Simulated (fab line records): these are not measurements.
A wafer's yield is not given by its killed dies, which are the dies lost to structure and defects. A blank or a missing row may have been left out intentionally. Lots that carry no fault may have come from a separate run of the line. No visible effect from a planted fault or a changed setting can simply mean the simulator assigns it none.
A struck lot beside a sound one :: flow n5 finfet :: 41 steps out of a route of 1938
Sound: these wafers, L862.1, L862.2, L862.4. Struck: wafers L882.4, L882.5, L882.6. Last of all comes the cause.
Per side, at each step with rows, come the tool, then ch with its chambers, and then its first start. Under that, the readings that differ: sound wafers :: struck wafers :: difference of the means :: sigmas: that difference in standard deviations of wafers without a fault.
alike: words and numbers the same on both sides, and readings whose means are apart by under 2 such deviations; not compared: readings that were withheld, readings missing a value for some wafer, numbers with overlapping values and no deviation given by the record, and bounds like >300 which may hide the same value.
A row with sigmas, a row that says differs or no value, or rows on one side alone: a step with any of these is where the two part. Non-overlapping numbers with no deviation appear without sigmas and do not part them. A reading that every wafer of one side lacks parts them only if that side has two wafers or more.

first, 9 steps without rows for these wafers: N5_BEOL_M1_SURFACE_TREAT_85; N5_BEOL_M1_CVD_47 (deposits Co from CCTBA/H2, target thk 3 nm, time 223.8 s); N5_BEOL_M1_SPUTTER_48 (material Cu, target thk 4.5 nm, time 8.29 s); N5_BEOL_M1_ANNEAL_49 (time 240 s); N5_BEOL_M1_SPUTTER_79 (material Cu, target thk 4.5 nm, time 8.29 s); N5_BEOL_M1_ANNEAL_80 (time 240 s); N5_BEOL_M1_SPUTTER_81 (material Cu, target thk 4.5 nm, time 8.29 s); N5_BEOL_M1_ANNEAL_82 (time 240 s); N5_BEOL_M1_SPUTTER_86 (material Cu, target thk 4.5 nm, time 8.29 s).
N5_BEOL_M1_ANNEAL_87: time 240 s.
  sound on pvd sputter-01, day 6 14:05; struck on pvd sputter-02, day 12 00:35
  alike: heater power w
then, 2 steps without rows for these wafers: N5_BEOL_M1_SPUTTER_88 (material Cu, target thk 4.5 nm, time 8.29 s); N5_BEOL_M1_ANNEAL_89 (time 240 s).
N5_BEOL_M1_SPUTTER_90: material Cu, target thk 4.5 nm, time 8.29 s.
  sound on pvd sputter-01, day 6 14:27; struck on pvd sputter-02, day 12 00:56
  alike: chuck sensor temp C, throttle valve pct
N5_BEOL_M1_ANNEAL_91: time 240 s.
  sound on pvd sputter-01, day 6 14:32; struck on pvd sputter-02, day 12 01:01
  alike: heater power w
then, 2 steps without rows for these wafers: N5_BEOL_M1_SPUTTER_92 (material Cu, target thk 4.5 nm, time 8.29 s); N5_BEOL_M1_ANNEAL_93 (time 240 s).
N5_BEOL_M1_SPUTTER_94: material Cu, target thk 4.5 nm, time 8.29 s.
  sound on pvd sputter-01, day 6 14:53; struck on pvd sputter-02, day 12 01:23
  alike: chuck sensor temp C, throttle valve pct
then, 5 steps without rows for these wafers: N5_BEOL_M1_ANNEAL_95 (time 240 s); N5_BEOL_M1_SPUTTER_96 (material Cu, target thk 4.5 nm, time 8.29 s); N5_BEOL_M1_ECD_50 (material Cu, target thk 300 nm); N5_BEOL_M1_ANNEAL_51 (time 90 s); N5_BEOL_M1_CMP_52 (polishes, stops on SiOC, t overpolish 6.8 s, target thk 40 nm).
N5_BEOL_M1_PRE_CLEAN_60: time 15 s.
  sound on cvd co-02 ch 0,2, day 6 15:56; struck on cvd co-01 ch 0,1,2, day 12 02:26
  alike: heater power w
  not compared: since wet clean h
N5_BEOL_M1_CO_CAP_55: material Co, precursor CCTBA/H2, target thk 2 nm, time 102.1 s.
  sound on cvd co-02 ch 0,2, day 6 15:59; struck on cvd co-01 ch 0,1,2, day 12 02:30
  alike: heater power w
  not compared: since wet clean h
then, 2 steps without rows for these wafers: N5_BEOL_M1_PRE_CLEAN_56 (time 15 s); N5_BEOL_M1_DEP_57 (deposits SiCN from 3MS/NH3, target thk 8 nm, time 14 s).
N5_BEOL_M1_RS_MEAS_58: a four-point-probe measurement.
  sound on film metro-02, day 6 16:13; struck on film metro-02, day 12 02:39
  alike: M1_RS
then, 1 step without rows for these wafers: N5_BEOL_M2_ILD_DEP_00 (deposits SiOC from DEMS/O2, target thk 79 nm, time 15.3 s).
N5_BEOL_M2_THK_MEAS_01:
  sound on film metro-01, day 6 16:20; struck on film metro-02, day 12 02:47
  alike: M2_ILD_THK
then, 11 steps without rows for these wafers: N5_BEOL_M2_PECVD_72 (deposits SiO2 from TEOS/O2, target thk 16 nm, time 18 s); N5_BEOL_M2_HM_DEP_02 (deposits TiN, target thk 20 nm); N5_BEOL_M2_COAT_61 (time 60 s, resist thk 60 nm); N5_BEOL_M2_COAT_62 (time 60 s, resist thk 12 nm); N5_BEOL_M2_COAT_73 (time 60 s, resist thk 5 nm); N5_BEOL_M2_COAT_05 (resist thk 30 nm); N5_BEOL_M2_EBR_07; N5_BEOL_M2_SOFTBAKE_06 (time 60 s); N5_BEOL_M2_EXPOSE_08 (exposes mask M2); N5_BEOL_M2_PEB_09 (peb time 60 s); N5_BEOL_M2_DEVELOP_10 (develop time 30 s).
-- record jumps: 6 days separate the struck wafers' starts on either side; left off in module BEOL_M2, taken up again in module PASSIVATION, whose first shown step is the route's number 1936 --
N5_PASSIVATION_PROBE_49:
  the record has rows for the struck wafers here (prober-02, day 17 16:37) and none for the sound ones

WHERE THEY PART
At N5_PASSIVATION_PROBE_49 and nowhere else, as far as this record goes.

WHY: whatever the simulator had introduced
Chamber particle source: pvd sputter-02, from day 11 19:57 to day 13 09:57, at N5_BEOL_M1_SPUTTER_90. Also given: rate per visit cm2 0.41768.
